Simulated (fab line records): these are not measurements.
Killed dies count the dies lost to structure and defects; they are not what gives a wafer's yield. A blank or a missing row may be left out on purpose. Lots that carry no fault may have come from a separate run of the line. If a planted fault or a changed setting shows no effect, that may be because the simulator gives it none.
Which tool was responsible?    flow n5 finfet    45 wafers from 15 lots sampled at 6 of the route's 1938 steps

== WHAT THE GAUGES READ, wafer by wafer ==
N5_BEOL_M0_SAQP_CD_MEAS_25: the cd target is 13.1 nm.
lot   measured      on         cd nm (nm)
L702  day 5 16:31   cd sem-02  13.18 12.79 12.98
L703  day 5 20:47   cd sem-03  12.69 13.22 13.04
L704  day 6 03:32   cd sem-03  12.81 12.63 12.70
L705  day 6 08:12   cd sem-02  12.69 12.86 12.66
L706  day 6 14:05   cd sem-03  12.84 12.69 12.99
L707  day 7 02:14   cd sem-01  12.91 13.23 12.92
L708  day 7 05:10   cd sem-01  13.05 12.59 12.98
L709  day 7 10:51   cd sem-03  12.83 12.74 12.93
L710  day 7 19:34   cd sem-01  12.70 13.05 12.63
L720  day 10 05:56  cd sem-03  - - -
L721  day 10 08:52  cd sem-02  - - -
L722  day 10 12:33  cd sem-01  - - -
L723  day 10 16:05  cd sem-02  13.27 13.10 12.55
L724  day 11 03:02  cd sem-01  12.93 12.90 12.96
L725  day 11 06:03  cd sem-03  12.56 12.44 13.07

N5_BEOL_M4_RC_MEAS_101.
lot   measured      on         DIBL_N (mV/V)   DIBL_P (mV/V)   IOFF_N (nA/um)     IOFF_P (nA/um)     ION_N (uA/um)  ION_P (uA/um)  SS_N (mV/dec)   SS_P (mV/dec)   VT_N (mV)          VT_P (mV)
L702  day 7 23:52   prober-02  35.7 35.3 35.8  35.0 35.4 34.5  0.134 0.138 0.142  0.193 0.200 0.189  674 667 685    457 464 461    71.2 71.4 71.5  72.5 72.0 72.8  250.6 248.9 250.2  -250.8 -251.9 -252.8
L703  day 8 08:29   prober-01  35.7 36.7 35.8  35.7 36.6 35.5  0.152 0.157 0.149  0.207 0.215 0.198  677 676 664    464 468 460    71.3 71.8 71.7  73.3 73.8 74.5  249.9 249.4 251.1  -250.3 -251.7 -249.5
L704  day 8 10:45   prober-01  36.4 36.8 36.8  37.3 37.6 38.0  0.155 0.159 0.158  0.241 0.256 0.251  671 664 675    472 466 469    71.1 70.7 71.4  73.9 73.5 74.1  248.2 248.4 250.2  -247.0 -247.3 -246.1
L705  day 8 18:28   prober-01  37.2 38.2 34.9  39.2 39.4 36.1  0.161 0.176 0.127  0.217 0.220 0.173  673 674 660    462 460 453    71.3 72.0 71.1  73.6 73.9 72.8  252.4 250.6 256.3  -251.4 -250.6 -252.3
L706  day 8 18:59   prober-02  35.9 34.8 36.2  35.7 34.6 35.7  0.146 0.130 0.145  0.173 0.158 0.171  668 665 664    450 448 456    71.1 70.9 70.9  73.6 73.4 73.4  250.3 251.9 248.6  -254.6 -256.9 -255.1
L707  day 8 22:37   prober-01  34.9 34.0 33.9  34.8 33.9 33.5  0.137 0.129 0.126  0.224 0.204 0.202  657 661 660    464 463 466    70.6 70.9 71.0  72.8 72.6 72.7  254.1 256.0 249.6  -246.3 -251.0 -251.1
L708  day 9 15:51   prober-02  36.5 34.8 36.1  36.7 33.9 36.1  0.155 0.126 0.144  0.208 0.179 0.205  673 664 669    460 459 462    71.6 71.2 71.3  73.4 72.0 73.7  250.9 250.4 252.1  -250.0 -253.1 -252.4
L709  day 9 16:14   prober-01  37.1 36.5 36.7  38.8 37.6 38.3  0.171 0.168 0.163  0.237 0.222 0.237  675 674 675    466 463 464    72.0 71.3 71.5  73.4 73.5 73.5  248.3 247.9 249.0  -246.5 -247.4 -246.5
L710  day 9 22:48   prober-01  35.8 37.2 34.7  36.1 38.0 35.6  0.159 0.187 0.134  0.205 0.236 0.195  677 683 658    461 462 456    71.3 71.7 70.5  73.3 73.5 73.3  249.3 245.6 251.4  -251.5 -248.7 -252.2
L723  day 13 15:49  prober-01  39.8 39.0 38.5  41.7 41.0 39.3  0.233 0.208 0.171  0.282 0.272 0.232  702 686 672    480 467 463    72.2 72.0 71.9  74.6 74.7 73.8  243.9 247.7 251.6  -246.3 -247.1 -249.3
L724  day 13 09:25  prober-01  32.6 34.9 34.2  33.7 35.5 34.8  0.128 0.152 0.143  0.168 0.209 0.188  670 677 679    469 471 467    71.4 71.3 71.7  72.8 73.7 73.1  252.5 249.9 251.6  -250.6 -246.6 -253.1
L725  day 13 20:34  prober-02  37.5 36.8 38.2  37.3 37.3 38.1  0.160 0.155 0.175  0.168 0.173 0.183  675 675 691    452 458 461    72.1 70.9 71.8  73.6 73.6 73.1  248.8 248.2 247.3  -257.4 -256.5 -256.1

== TOOL THAT RAN EACH LOT (tool first, then ch and the chambers of the sampled wafers, then the start) ==
lot   N5_BEOL_M0_SAQP_STRIP_86            N5_BEOL_M0_SAQP_SPACER1_ALD_98     N5_BEOL_M0_SAQP_ETCH_101            N5_BEOL_M0_SAQP_ETCH_102
L702  rie diel-02 ch 0,2,3, day 5 15:19   ald sin-02 ch 0,2,3, day 5 15:50   rie diel-05 ch 0,2,3, day 5 16:33   rie si-01 ch 0,1,3, day 5 16:40
L703  rie diel-05 ch 1,2,3, day 5 18:54   ald sin-04 ch 1,2,3, day 5 20:05   rie diel-03 ch 0,2,3, day 5 20:49   rie si-01 ch 0,1,3, day 5 20:55
L704  rie diel-02 ch 1,2,3, day 6 02:20   ald sin-04 ch 1,2,3, day 6 02:52   rie diel-05 ch 0,2,3, day 6 03:44   rie si-05 ch 0,2,3, day 6 03:50
L705  rie diel-03 ch 0,1,3, day 6 07:00   ald sin-04 ch 1,2,3, day 6 07:31   rie diel-05 ch 0,1,2, day 6 08:17   rie si-01 ch 0,1,2, day 6 08:24
L706  rie diel-05 ch 1,2,3, day 6 12:54   ald sin-04 ch 1,2,3, day 6 13:25   rie diel-02 ch 0,2,3, day 6 14:08   rie si-01 ch 0,1,2, day 6 14:14
L707  rie diel-02 ch 1,2,3, day 7 01:02   ald sin-03 ch 0,1,2, day 7 01:33   rie diel-05 ch 0,1,2, day 7 02:19   rie si-03 ch 0,2,3, day 7 02:26
L708  rie diel-05 ch 1,2,3, day 7 03:58   ald sin-03 ch 1,3, day 7 04:29     rie diel-02 ch 1,2,3, day 7 05:11   rie si-01 ch 0,1, day 7 05:18
L709  rie diel-05 ch 2,3, day 7 09:32     ald sin-03 ch 0,1,3, day 7 10:03   rie diel-05 ch 0,1,2, day 7 11:05   rie si-01 ch 0,1, day 7 11:12
L710  rie diel-05 ch 1,2, day 7 17:48     ald sin-02 ch 1,2,3, day 7 18:44   rie diel-05 ch 0,1, day 7 19:36     rie si-03 ch 0,1,2, day 7 19:42
L720  rie diel-02 ch 0,1,2, day 10 04:08  ald sin-04 ch 0,1,2, day 10 05:16  rie diel-02 ch 1,2,3, day 10 06:12  rie si-05 ch 0,1,3, day 10 06:18
L721  rie diel-03 ch 1,2,3, day 10 07:40  ald sin-03 ch 0,2,3, day 10 08:11  rie diel-05 ch 0,1,3, day 10 08:53  rie si-01 ch 0,2,3, day 10 09:00
L722  rie diel-02 ch 0,2,3, day 10 11:17  ald sin-03 ch 0,1,2, day 10 11:52  rie diel-03 ch 2,3, day 10 12:35    rie si-05 ch 0,1, day 10 12:41
L723  rie diel-03 ch 0,1,2, day 10 14:53  ald sin-03 ch 0,3, day 10 15:25    rie diel-03 ch 0,1,2, day 10 16:17  rie si-03 ch 0,2,3, day 10 16:24
L724  rie diel-02 ch 0,2,3, day 11 01:48  ald sin-02 ch 0,1, day 11 02:22    rie diel-05 ch 1,2, day 11 03:04    rie si-01 ch 0,1,3, day 11 03:10
L725  rie diel-03 ch 1,2, day 11 04:49    ald sin-02 ch 0,1,3, day 11 05:22  rie diel-05 ch 1,2,3, day 11 06:05  rie si-01 ch 0,1,2, day 11 06:11
- N5_BEOL_M0_SAQP_STRIP_86: strips in N2/H2.
- N5_BEOL_M0_SAQP_SPACER1_ALD_98: deposits SiO2, target thk 12.8 nm, pulse time 1 s, purge time 2 s.
- N5_BEOL_M0_SAQP_ETCH_101: etches SiNx in CH3F/O2, target depth 29.9 nm, time 42.7 s.
- N5_BEOL_M0_SAQP_ETCH_102: etches SiO2 in CF4, target depth 4 nm, time 4.4 s.

== WHAT THE TOOLS THEMSELVES READ (means of the sampled wafers that have a number; where no wafer has one, the mark that the record gives instead) ==
N5_BEOL_M0_SAQP_STRIP_86.
lot   tool         drypump motor current A (A)  oes product au (a.u.)  rf vpp V (V)  showerhead plenum p Torr (Torr)  throttle valve pct (%)
L702  rie diel-02  5.6                          0.84                   123.0         3.47                             18.5
L703  rie diel-05  5.6                          0.73                   123.3         3.30                             19.0
L704  rie diel-02  5.4                          0.82                   121.7         3.42                             18.8
L705  rie diel-03  5.4                          0.79                   122.3         3.37                             18.7
L706  rie diel-05  5.6                          0.73                   121.9         3.30                             19.0
L707  rie diel-02  5.5                          0.81                   121.0         3.42                             18.8
L708  rie diel-05  5.6                          0.73                   121.4         3.30                             19.0
L709  rie diel-05  5.8                          0.74                   120.2         3.22                             19.0
L710  rie diel-05  5.5                          0.71                   121.5         3.38                             19.0
L720  rie diel-02  5.5                          0.85                   122.9         3.44                             18.7
L721  rie diel-03  5.3                          0.81                   122.8         3.37                             18.7
L722  rie diel-02  5.6                          0.79                   123.6         3.45                             18.6
L723  rie diel-03  5.3                          0.84                   122.5         3.39                             18.8
L724  rie diel-02  5.6                          0.79                   123.5         3.45                             18.6
L725  rie diel-03  5.2                          0.83                   122.4         3.39                             18.6

N5_BEOL_M0_SAQP_SPACER1_ALD_98.
lot   tool        chamber pressure Torr (Torr)  heater power w (W)  precursor pulse height rel
L702  ald sin-02  2.001                         512                 1.003
L703  ald sin-04  1.999                         473                 1.005
L704  ald sin-04  2.001                         474                 1.003
L705  ald sin-04  2.002                         476                 1.011
L706  ald sin-04  2.001                         474                 0.979
L707  ald sin-03  2.001                         461                 0.990
L708  ald sin-03  2.000                         462                 0.987
L709  ald sin-03  2.001                         460                 1.001
L710  ald sin-02  1.998                         473                 1.003
L720  ald sin-04  -                             -                   -
L721  ald sin-03  -                             -                   -
L722  ald sin-03  -                             -                   -
L723  ald sin-03  2.004                         400                 0.988
L724  ald sin-02  2.000                         491                 1.003
L725  ald sin-02  1.996                         511                 1.003

N5_BEOL_M0_SAQP_ETCH_101.
lot   tool         O2_flow_sccm (sccm)  drypump motor current A (A)  oes product au (a.u.)  rf vpp V (V)  showerhead plenum p Torr (Torr)  throttle valve pct (%)
L702  rie diel-05  20.02                6.1                          0.73                   297           1.94                             16.60
L703  rie diel-03  20.06                5.3                          0.74                   293           2.03                             16.40
L704  rie diel-05  19.94                6.1                          0.72                   297           1.94                             16.61
L705  rie diel-05  20.00                5.9                          0.70                   298           1.98                             16.54
L706  rie diel-02  20.07                5.6                          0.82                   298           2.07                             16.22
L707  rie diel-05  20.00                5.9                          0.71                   298           1.98                             16.55
L708  rie diel-02  20.02                5.5                          0.80                   298           2.03                             16.27
L709  rie diel-05  19.99                5.9                          0.70                   298           1.98                             16.55
L710  rie diel-05  20.04                5.9                          0.69                   296           2.01                             16.60
L720  rie diel-02  20.03                5.5                          0.78                   298           2.03                             16.32
L721  rie diel-05  20.11                5.6                          0.71                   294           1.98                             16.55
L722  rie diel-03  19.98                5.0                          0.85                   292           2.03                             16.31
L723  rie diel-03  20.00                5.2                          0.84                   294           2.02                             16.24
L724  rie diel-05  20.05                5.9                          0.68                   300           1.95                             16.58
L725  rie diel-05  19.98                5.6                          0.70                   295           1.95                             16.54

N5_BEOL_M0_SAQP_ETCH_102.
lot   tool       drypump motor current A (A)  oes product au (a.u.)  throttle valve pct (%)
L702  rie si-01  5.6                          0.977                  21.83
L703  rie si-01  5.6                          0.987                  21.82
L704  rie si-05  6.0                          0.994                  21.88
L705  rie si-01  5.7                          1.001                  21.82
L706  rie si-01  5.7                          1.001                  21.82
L707  rie si-03  5.5                          0.998                  21.72
L708  rie si-01  5.5                          0.982                  21.84
L709  rie si-01  5.5                          0.982                  21.84
L710  rie si-03  5.5                          1.014                  21.74
L720  rie si-05  6.2                          0.998                  21.67
L721  rie si-01  5.8                          1.006                  21.81
L722  rie si-05  5.8                          1.003                  21.74
L723  rie si-03  5.4                          1.004                  21.72
L724  rie si-01  5.6                          0.987                  21.84
L725  rie si-01  5.7                          0.993                  21.82

== THE ANSWER, worked out from the rows above alone ==
Rule: the usual values come from the lots themselves. Put in order of their means at a reading, lots are off if they are a third of the lots or fewer, leave a main group of 4 or more, and stand apart from it by a gap of 3 or more times the standard deviation of the main group's means; of several such gaps the widest counts. The tables above print the reading to a certain number of digits; a main group whose means all agree to those digits is not used. A lot without any number at a reading at which 4 lots or more have one is off too. Where the step has rows for the other lots, those lots are counted as sound. First the gauges in route order, then the tools' own readings, where a lot's mean is used as printed above. The first step at which some lot is off is used, and at that step the reading that is off furthest; a lot without a number counts as furthest.
Off at N5_BEOL_M0_SAQP_CD_MEAS_25 (cd nm): L720, L721, L722. Without a number there: L720, L721, L722. For the main group the mean is 12.86 nm and the standard deviation 0.11.
If a tool, at a process step before that reading, ran all the lots that are off and no sound lot after the first of them, it fits. Not tried: the gauges at N5_BEOL_M0_SAQP_CD_MEAS_25; whatever is off there is also off at N5_BEOL_M0_SAQP_SPACER1_ALD_98, on other tools, and gauge error can't account for it. None of those tried fits.

== WHAT THE SIMULATOR HAD INSERTED ==
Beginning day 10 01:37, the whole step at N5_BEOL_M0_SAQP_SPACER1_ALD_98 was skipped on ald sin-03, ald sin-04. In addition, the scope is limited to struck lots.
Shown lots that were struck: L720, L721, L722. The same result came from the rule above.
